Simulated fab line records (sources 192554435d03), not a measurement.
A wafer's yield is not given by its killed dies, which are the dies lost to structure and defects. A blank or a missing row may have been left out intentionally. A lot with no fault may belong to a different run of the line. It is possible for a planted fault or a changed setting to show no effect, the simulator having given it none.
Which tool is to blame? || flow n5Finfet || Sampling: 9 lots, 27 wafers, 5 of 1938 route steps

## WHAT THE GAUGES SHOWED, per wafer
N5_BEOL_M4_RC_MEAS_101. Usual: DIBL_N 36.4 mV/V, standard deviation 1.6; DIBL_P 36.2 mV/V, standard deviation 1.8; IOFF_N 0.159 nA/um, standard deviation 0.029; IOFF_P 0.21 nA/um, standard deviation 0.034; ION_N 670 uA/um, standard deviation 12; ION_P 459 uA/um, standard deviation 8.2; SS_N 71.5 mV/dec, standard deviation 0.59; SS_P 73.2 mV/dec, standard deviation 0.54; VT_N 250 mV, standard deviation 3.3; VT_P -250 mV, standard deviation 3.7.
{"lot": "L825", "measured": "day 8 20:48", "on": "prober-02", "DIBL_N (mV/V)": "35.8 36.6 36.6", "DIBL_P (mV/V)": "37.4 37.3 37.5", "IOFF_N (nA/um)": "0.150 0.153 0.164", "IOFF_P (nA/um)": "0.20 0.20 0.21", "ION_N (uA/um)": "673 659 671", "ION_P (uA/um)": "460 447 459", "SS_N (mV/dec)": "71.2 71.3 71.5", "SS_P (mV/dec)": "73.4 73.6 73.1", "VT_N (mV)": "248 251 251", "VT_P (mV)": "-251 -252 -254", "flag": ""}
{"lot": "L828", "measured": "day 9 17:08", "on": "prober-02", "DIBL_N (mV/V)": "38.1 39.7 37.4", "DIBL_P (mV/V)": "36.5 38.4 35.3", "IOFF_N (nA/um)": "0.204 0.260 0.191", "IOFF_P (nA/um)": "0.25 0.31 0.24", "ION_N (uA/um)": "697 698 683", "ION_P (uA/um)": "472 477 469", "SS_N (mV/dec)": "72.2 72.9 72.1", "SS_P (mV/dec)": "73.0 73.5 73.2", "VT_N (mV)": "248 243 247", "VT_P (mV)": "-247 -241 -247", "flag": ""}
{"lot": "L835", "measured": "day 11 11:47", "on": "prober-02", "DIBL_N (mV/V)": "37.8 37.7 35.8", "DIBL_P (mV/V)": "38.0 36.4 34.1", "IOFF_N (nA/um)": "0.182 0.181 0.142", "IOFF_P (nA/um)": "0.23 0.19 0.16", "ION_N (uA/um)": "673 684 659", "ION_P (uA/um)": "463 456 445", "SS_N (mV/dec)": "71.8 72.6 71.4", "SS_P (mV/dec)": "73.8 73.7 72.9", "VT_N (mV)": "250 249 253", "VT_P (mV)": "-252 -254 -255", "flag": ""}
{"lot": "L836", "measured": "day 11 20:03", "on": "prober-01", "DIBL_N (mV/V)": "36.5 34.5 36.1", "DIBL_P (mV/V)": "36.5 33.8 36.9", "IOFF_N (nA/um)": "0.153 0.119 0.135", "IOFF_P (nA/um)": "0.20 0.16 0.20", "ION_N (uA/um)": "663 657 658", "ION_P (uA/um)": "457 449 459", "SS_N (mV/dec)": "71.3 70.7 70.6", "SS_P (mV/dec)": "73.3 72.7 73.9", "VT_N (mV)": "250 256 253", "VT_P (mV)": "-253 -254 -252", "flag": ""}
{"lot": "L837", "measured": "day 12 08:26", "on": "prober-01", "DIBL_N (mV/V)": "36.2 36.7 35.9", "DIBL_P (mV/V)": "35.0 34.4 33.1", "IOFF_N (nA/um)": "0.141 0.149 0.131", "IOFF_P (nA/um)": "0.21 0.19 0.19", "ION_N (uA/um)": "664 656 669", "ION_P (uA/um)": "462 459 460", "SS_N (mV/dec)": "71.5 71.7 70.6", "SS_P (mV/dec)": "73.0 72.9 72.8", "VT_N (mV)": "252 253 250", "VT_P (mV)": "-249 -251 -251", "flag": ""}
{"lot": "L838", "measured": "day 12 14:15", "on": "prober-02", "DIBL_N (mV/V)": "39.6 37.1 38.9", "DIBL_P (mV/V)": "38.4 35.3 36.7", "IOFF_N (nA/um)": "0.228 0.165 0.199", "IOFF_P (nA/um)": "0.24 0.20 0.22", "ION_N (uA/um)": "701 671 681", "ION_P (uA/um)": "467 455 456", "SS_N (mV/dec)": "72.1 71.9 71.9", "SS_P (mV/dec)": "73.0 73.3 73.1", "VT_N (mV)": "246 248 248", "VT_P (mV)": "-248 -252 -251", "flag": ""}
{"lot": "L841", "measured": "day 13 00:02", "on": "prober-01", "DIBL_N (mV/V)": "32.9 34.7 33.8", "DIBL_P (mV/V)": "34.3 34.9 33.9", "IOFF_N (nA/um)": "0.119 0.137 0.137", "IOFF_P (nA/um)": "0.18 0.19 0.18", "ION_N (uA/um)": "657 665 670", "ION_P (uA/um)": "457 458 464", "SS_N (mV/dec)": "70.4 70.4 70.4", "SS_P (mV/dec)": "72.8 73.4 73.3", "VT_N (mV)": "251 253 250", "VT_P (mV)": "-251 -250 -250", "flag": ""}
{"lot": "L846", "measured": "day 13 23:15", "on": "prober-02", "DIBL_N (mV/V)": "35.5 38.6 36.9", "DIBL_P (mV/V)": "34.9 39.7 37.1", "IOFF_N (nA/um)": "0.113 0.190 0.152", "IOFF_P (nA/um)": "0.14 0.20 0.16", "ION_N (uA/um)": "649 673 675", "ION_P (uA/um)": "443 453 455", "SS_N (mV/dec)": "71.2 72.2 71.9", "SS_P (mV/dec)": "72.3 73.7 72.9", "VT_N (mV)": "257 250 251", "VT_P (mV)": "-262 -253 -258", "flag": ""}
{"lot": "L848", "measured": "day 14 23:20", "on": "prober-02", "DIBL_N (mV/V)": "37.0 32.8 32.9", "DIBL_P (mV/V)": "37.7 33.8 34.5", "IOFF_N (nA/um)": "0.179 0.114 0.119", "IOFF_P (nA/um)": "0.27 0.20 0.23", "ION_N (uA/um)": "671 657 660", "ION_P (uA/um)": "468 466 464", "SS_N (mV/dec)": "72.1 70.8 70.8", "SS_P (mV/dec)": "73.9 72.3 73.0", "VT_N (mV)": "248 255 249", "VT_P (mV)": "-245 -246 -247", "flag": ""}

## WHICH TOOL RAN EACH LOT (tool, then ch and the chambers of the sampled wafers, then the start)
{"lot": "L825", "N5_HKMG_FIN_ETCH_67": "rieDiel-06 ch 0,1, day 4 15:46", "N5_HKMG_FIN_CMP_23": "cmp-02 ch 1,2,3, day 4 17:17", "N5_GATE_CUT_ETCH_56": "rieMetal-03 ch 0,1, day 4 20:52", "N5_GATE_CUT_PECVD_57": "pecvd-02 ch 0,2, day 4 23:58"}
{"lot": "L828", "N5_HKMG_FIN_ETCH_67": "rieDiel-03 ch 2,3, day 5 00:50", "N5_HKMG_FIN_CMP_23": "cmp-04 ch 0,1,3, day 5 02:21", "N5_GATE_CUT_ETCH_56": "rieMetal-02 ch 0,1, day 5 02:58", "N5_GATE_CUT_PECVD_57": "pecvd-03 ch 0,1,2, day 5 07:13"}
{"lot": "L835", "N5_HKMG_FIN_ETCH_67": "rieDiel-06 ch 0,3, day 6 20:46", "N5_HKMG_FIN_CMP_23": "cmp-04 ch 0,1,3, day 6 22:05", "N5_GATE_CUT_ETCH_56": "rieMetal-03 ch 1, day 6 23:05", "N5_GATE_CUT_PECVD_57": "pecvd-03 ch 0,2, day 7 01:53"}
{"lot": "L836", "N5_HKMG_FIN_ETCH_67": "rieDiel-03 ch 0,1,3, day 7 03:42", "N5_HKMG_FIN_CMP_23": "cmp-01 ch 0,2,3, day 7 05:06", "N5_GATE_CUT_ETCH_56": "rieMetal-03 ch 1, day 7 06:07", "N5_GATE_CUT_PECVD_57": "pecvd-02 ch 1,2, day 7 08:56"}
{"lot": "L837", "N5_HKMG_FIN_ETCH_67": "rieDiel-03 ch 0,2,3, day 7 12:23", "N5_HKMG_FIN_CMP_23": "cmp-01 ch 1,2, day 7 13:40", "N5_GATE_CUT_ETCH_56": "rieMetal-03 ch 0,1, day 7 14:31", "N5_GATE_CUT_PECVD_57": "pecvd-03 ch 0,1,2, day 7 17:12"}
{"lot": "L838", "N5_HKMG_FIN_ETCH_67": "rieDiel-06 ch 1,2,3, day 7 15:11", "N5_HKMG_FIN_CMP_23": "cmp-04 ch 0,1,3, day 7 16:31", "N5_GATE_CUT_ETCH_56": "rieMetal-03 ch 1, day 7 17:22", "N5_GATE_CUT_PECVD_57": "pecvd-02 ch 0,1, day 7 20:14"}
{"lot": "L841", "N5_HKMG_FIN_ETCH_67": "rieDiel-01 ch 1,2,3, day 8 07:02", "N5_HKMG_FIN_CMP_23": "cmp-01 ch 0,1,2, day 8 08:21", "N5_GATE_CUT_ETCH_56": "rieMetal-01 ch 0,1, day 8 09:13", "N5_GATE_CUT_PECVD_57": "pecvd-03 ch 0,1, day 8 11:54"}
{"lot": "L846", "N5_HKMG_FIN_ETCH_67": "rieDiel-01 ch 0,1,3, day 9 11:19", "N5_HKMG_FIN_CMP_23": "cmp-04 ch 2,3, day 9 12:43", "N5_GATE_CUT_ETCH_56": "rieMetal-01 ch 0,1, day 9 13:32", "N5_GATE_CUT_PECVD_57": "pecvd-03 ch 0,1, day 9 16:12"}
{"lot": "L848", "N5_HKMG_FIN_ETCH_67": "rieDiel-06 ch 0,1,3, day 10 04:37", "N5_HKMG_FIN_CMP_23": "cmp-01 ch 0,1,2, day 10 06:10", "N5_GATE_CUT_ETCH_56": "rieMetal-01 ch 0,1, day 10 06:53", "N5_GATE_CUT_PECVD_57": "pecvd-02 ch 0,1, day 10 09:48"}
- N5_HKMG_FIN_ETCH_67: etches SOC in N2/H2, stops on TiN, target depth 388.9 nm.
- N5_HKMG_FIN_CMP_23: polishes, stops on SiNx, t overpolish 10 s, target thk 46.326 nm.
- N5_GATE_CUT_ETCH_56: etches TiN in Cl2/Ar, target depth 21.6 nm.
- N5_GATE_CUT_PECVD_57: deposits SiNx from SiH4/NH3/N2, target thk 21 nm.

## AS READ BY THE TOOLS THEMSELVES (means over the sampled wafers that have a number; for cases with no such wafer, the mark the record gives instead)
N5_HKMG_FIN_ETCH_67. Usual: drypumpMotorCurrentA is 5.7 A with standard deviation 0.42, h2FlowSccm is 200.0 sccm with standard deviation 0.56, oesProductAu is 0.76 a.u. with standard deviation 0.087, rfFwdPowerW is 844 W with standard deviation 3, rfVppV is 240.7 V with standard deviation 1.6, showerheadPlenumPTorr is 2.54 Torr with standard deviation 0.098, and throttleValvePct is 17.90 % with standard deviation 0.28.
{"lot": "L825", "tool": "rieDiel-06", "drypumpMotorCurrentA (A)": 5.8, "h2FlowSccm (sccm)": 200.0, "oesProductAu (a.u.)": 0.73, "rfFwdPowerW (W)": 841, "rfVppV (V)": 241.2, "showerheadPlenumPTorr (Torr)": 2.49, "throttleValvePct (%)": 17.82, "flag": ""}
{"lot": "L828", "tool": "rieDiel-03", "drypumpMotorCurrentA (A)": 6.0, "h2FlowSccm (sccm)": 200.3, "oesProductAu (a.u.)": 0.74, "rfFwdPowerW (W)": 846, "rfVppV (V)": 240.3, "showerheadPlenumPTorr (Torr)": 2.49, "throttleValvePct (%)": 17.96, "flag": ""}
{"lot": "L835", "tool": "rieDiel-06", "drypumpMotorCurrentA (A)": 5.8, "h2FlowSccm (sccm)": 200.0, "oesProductAu (a.u.)": 0.89, "rfFwdPowerW (W)": 846, "rfVppV (V)": 239.8, "showerheadPlenumPTorr (Torr)": 2.49, "throttleValvePct (%)": 17.90, "flag": ""}
{"lot": "L836", "tool": "rieDiel-03", "drypumpMotorCurrentA (A)": 5.9, "h2FlowSccm (sccm)": 200.5, "oesProductAu (a.u.)": 0.74, "rfFwdPowerW (W)": 840, "rfVppV (V)": 240.9, "showerheadPlenumPTorr (Torr)": 2.57, "throttleValvePct (%)": 17.87, "flag": ""}
{"lot": "L837", "tool": "rieDiel-03", "drypumpMotorCurrentA (A)": 5.9, "h2FlowSccm (sccm)": 199.4, "oesProductAu (a.u.)": 0.83, "rfFwdPowerW (W)": 845, "rfVppV (V)": 243.0, "showerheadPlenumPTorr (Torr)": 2.60, "throttleValvePct (%)": 17.68, "flag": ""}
{"lot": "L838", "tool": "rieDiel-06", "drypumpMotorCurrentA (A)": 5.5, "h2FlowSccm (sccm)": 200.2, "oesProductAu (a.u.)": 0.85, "rfFwdPowerW (W)": 847, "rfVppV (V)": 240.3, "showerheadPlenumPTorr (Torr)": 2.53, "throttleValvePct (%)": 17.79, "flag": ""}
{"lot": "L841", "tool": "rieDiel-01", "drypumpMotorCurrentA (A)": 5.6, "h2FlowSccm (sccm)": 199.9, "oesProductAu (a.u.)": 0.71, "rfFwdPowerW (W)": 845, "rfVppV (V)": 240.2, "showerheadPlenumPTorr (Torr)": 2.48, "throttleValvePct (%)": 18.02, "flag": ""}
{"lot": "L846", "tool": "rieDiel-01", "drypumpMotorCurrentA (A)": 5.4, "h2FlowSccm (sccm)": 199.6, "oesProductAu (a.u.)": 0.71, "rfFwdPowerW (W)": 846, "rfVppV (V)": 239.9, "showerheadPlenumPTorr (Torr)": 2.52, "throttleValvePct (%)": 18.06, "flag": ""}
{"lot": "L848", "tool": "rieDiel-06", "drypumpMotorCurrentA (A)": 5.8, "h2FlowSccm (sccm)": 199.8, "oesProductAu (a.u.)": 0.83, "rfFwdPowerW (W)": 846, "rfVppV (V)": 240.2, "showerheadPlenumPTorr (Torr)": 2.47, "throttleValvePct (%)": 17.77, "flag": ""}

N5_HKMG_FIN_CMP_23. Usual: motorCurrentA 12.3 A, standard deviation 1.5; overpolishRunS 9.999 s, standard deviation 0.017; timeToEndpointS 11.2 s, standard deviation 2.7.
{"lot": "L825", "tool": "cmp-02", "motorCurrentA (A)": 13.0, "overpolishRunS (s)": 9.999, "timeToEndpointS (s)": 12.3, "flag": ""}
{"lot": "L828", "tool": "cmp-04", "motorCurrentA (A)": 12.8, "overpolishRunS (s)": 10.003, "timeToEndpointS (s)": 11.3, "flag": ""}
{"lot": "L835", "tool": "cmp-04", "motorCurrentA (A)": 12.4, "overpolishRunS (s)": 10.005, "timeToEndpointS (s)": 11.1, "flag": ""}
{"lot": "L836", "tool": "cmp-01", "motorCurrentA (A)": 12.5, "overpolishRunS (s)": 10.009, "timeToEndpointS (s)": 12.1, "flag": ""}
{"lot": "L837", "tool": "cmp-01", "motorCurrentA (A)": 11.5, "overpolishRunS (s)": 9.998, "timeToEndpointS (s)": 13.3, "flag": ""}
{"lot": "L838", "tool": "cmp-04", "motorCurrentA (A)": 12.5, "overpolishRunS (s)": 10.001, "timeToEndpointS (s)": 7.7, "flag": ""}
{"lot": "L841", "tool": "cmp-01", "motorCurrentA (A)": 11.4, "overpolishRunS (s)": 9.997, "timeToEndpointS (s)": 13.3, "flag": ""}
{"lot": "L846", "tool": "cmp-04", "motorCurrentA (A)": 12.9, "overpolishRunS (s)": 10.006, "timeToEndpointS (s)": 11.1, "flag": ""}
{"lot": "L848", "tool": "cmp-01", "motorCurrentA (A)": 11.7, "overpolishRunS (s)": 9.995, "timeToEndpointS (s)": 11.5, "flag": ""}

N5_GATE_CUT_ETCH_56. Usual: drypumpMotorCurrentA 5.61 A, standard deviation 0.28; heBacksideLeakSccm 3.5 sccm, standard deviation 0.36; mfcArSccm 59.99 sccm, standard deviation 0.19; oesProductAu 0.76 a.u., standard deviation 0.14; rfFwdPowerW 595.0 W, standard deviation 1.9; throttleValvePct 20.9 %, standard deviation 0.32.
{"lot": "L825", "tool": "rieMetal-03", "drypumpMotorCurrentA (A)": 5.49, "heBacksideLeakSccm (sccm)": 3.6, "mfcArSccm (sccm)": 59.92, "oesProductAu (a.u.)": 0.79, "rfFwdPowerW (W)": 597.2, "throttleValvePct (%)": 20.7, "flag": ""}
{"lot": "L828", "tool": "rieMetal-02", "drypumpMotorCurrentA (A)": 5.83, "heBacksideLeakSccm (sccm)": 3.6, "mfcArSccm (sccm)": 59.88, "oesProductAu (a.u.)": 0.62, "rfFwdPowerW (W)": 593.4, "throttleValvePct (%)": 21.2, "flag": ""}
{"lot": "L835", "tool": "rieMetal-03", "drypumpMotorCurrentA (A)": 5.25, "heBacksideLeakSccm (sccm)": 3.6, "mfcArSccm (sccm)": 60.19, "oesProductAu (a.u.)": 0.86, "rfFwdPowerW (W)": 594.8, "throttleValvePct (%)": 20.6, "flag": ""}
{"lot": "L836", "tool": "rieMetal-03", "drypumpMotorCurrentA (A)": 5.27, "heBacksideLeakSccm (sccm)": 3.4, "mfcArSccm (sccm)": 59.92, "oesProductAu (a.u.)": 0.87, "rfFwdPowerW (W)": 595.0, "throttleValvePct (%)": 20.6, "flag": ""}
{"lot": "L837", "tool": "rieMetal-03", "drypumpMotorCurrentA (A)": 5.49, "heBacksideLeakSccm (sccm)": 3.4, "mfcArSccm (sccm)": 60.07, "oesProductAu (a.u.)": 0.83, "rfFwdPowerW (W)": 499.9, "throttleValvePct (%)": 20.6, "flag": "OFF"}
{"lot": "L838", "tool": "rieMetal-03", "drypumpMotorCurrentA (A)": 5.27, "heBacksideLeakSccm (sccm)": 3.5, "mfcArSccm (sccm)": 59.63, "oesProductAu (a.u.)": 0.75, "rfFwdPowerW (W)": 451.4, "throttleValvePct (%)": 20.7, "flag": "OFF"}
{"lot": "L841", "tool": "rieMetal-01", "drypumpMotorCurrentA (A)": 5.50, "heBacksideLeakSccm (sccm)": 3.5, "mfcArSccm (sccm)": 59.93, "oesProductAu (a.u.)": 0.82, "rfFwdPowerW (W)": 595.0, "throttleValvePct (%)": 20.8, "flag": ""}
{"lot": "L846", "tool": "rieMetal-01", "drypumpMotorCurrentA (A)": 5.51, "heBacksideLeakSccm (sccm)": 3.4, "mfcArSccm (sccm)": 60.15, "oesProductAu (a.u.)": 0.82, "rfFwdPowerW (W)": 596.4, "throttleValvePct (%)": 20.8, "flag": ""}
{"lot": "L848", "tool": "rieMetal-01", "drypumpMotorCurrentA (A)": 5.49, "heBacksideLeakSccm (sccm)": 3.5, "mfcArSccm (sccm)": 60.20, "oesProductAu (a.u.)": 0.81, "rfFwdPowerW (W)": 595.5, "throttleValvePct (%)": 20.8, "flag": ""}

N5_GATE_CUT_PECVD_57. Usual: heaterPowerW 794 W, standard deviation 93; rfFwdPowerW 297.5 W, standard deviation 1.3; showerheadPlenumPTorr 5.15 Torr, standard deviation 0.077; throttleValvePct 40.3 %, standard deviation 2.
{"lot": "L825", "tool": "pecvd-02", "heaterPowerW (W)": 772, "rfFwdPowerW (W)": 298.0, "showerheadPlenumPTorr (Torr)": 5.20, "throttleValvePct (%)": 39.9, "flag": ""}
{"lot": "L828", "tool": "pecvd-03", "heaterPowerW (W)": 837, "rfFwdPowerW (W)": 296.5, "showerheadPlenumPTorr (Torr)": 5.13, "throttleValvePct (%)": 40.7, "flag": ""}
{"lot": "L835", "tool": "pecvd-03", "heaterPowerW (W)": 755, "rfFwdPowerW (W)": 298.6, "showerheadPlenumPTorr (Torr)": 5.20, "throttleValvePct (%)": 39.3, "flag": ""}
{"lot": "L836", "tool": "pecvd-02", "heaterPowerW (W)": 756, "rfFwdPowerW (W)": 297.3, "showerheadPlenumPTorr (Torr)": 5.17, "throttleValvePct (%)": 41.8, "flag": ""}
{"lot": "L837", "tool": "pecvd-03", "heaterPowerW (W)": 854, "rfFwdPowerW (W)": 296.8, "showerheadPlenumPTorr (Torr)": 5.13, "throttleValvePct (%)": 40.9, "flag": ""}
{"lot": "L838", "tool": "pecvd-02", "heaterPowerW (W)": 703, "rfFwdPowerW (W)": 296.1, "showerheadPlenumPTorr (Torr)": 5.17, "throttleValvePct (%)": 41.5, "flag": ""}
{"lot": "L841", "tool": "pecvd-03", "heaterPowerW (W)": 923, "rfFwdPowerW (W)": 297.0, "showerheadPlenumPTorr (Torr)": 5.15, "throttleValvePct (%)": 42.4, "flag": ""}
{"lot": "L846", "tool": "pecvd-03", "heaterPowerW (W)": 978, "rfFwdPowerW (W)": 296.1, "showerheadPlenumPTorr (Torr)": 5.07, "throttleValvePct (%)": 42.0, "flag": ""}
{"lot": "L848", "tool": "pecvd-02", "heaterPowerW (W)": 744, "rfFwdPowerW (W)": 297.3, "showerheadPlenumPTorr (Torr)": 5.18, "throttleValvePct (%)": 41.5, "flag": ""}

## THE ANSWER, worked out from the rows above alone
Rule: a lot is off if the mean of its wafers that have a number lies more than 3 standard deviations from the usual mean. A lot without any number at a reading at which 4 lots or more have one is off too. Any other lot the step has rows for is counted as sound. The gauges are gone through in route order, then the tools' own readings, and for those a lot's mean is taken as printed above. At the first step where some lot is off, the reading lying furthest off is the one used; lots without a number count as furthest.
Off: L837, L838 (N5_GATE_CUT_ETCH_56, rfFwdPowerW).
A tool fits if, at that step or a process step before it, it ran every lot that is off, and no sound lot after the first of them. One fits: rieMetal-03 at N5_GATE_CUT_ETCH_56. A fault onset in the window from L836 (day 7 06:07, its last sound lot) to L837 (day 7 14:31, its first lot off) fits.
The tool's own readings at N5_GATE_CUT_ETCH_56 bear it out: on the lots that are off they differ by more than 5 times the standard deviation of the sound lots' means. rfFwdPowerW reads 475.6 W there against 595.3 W on the sound lots.

## WHAT THE SIMULATOR HAD PUT IN
rieMetal-03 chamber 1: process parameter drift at N5_GATE_CUT_ETCH_56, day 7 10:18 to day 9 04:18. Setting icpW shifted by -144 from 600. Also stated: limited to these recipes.
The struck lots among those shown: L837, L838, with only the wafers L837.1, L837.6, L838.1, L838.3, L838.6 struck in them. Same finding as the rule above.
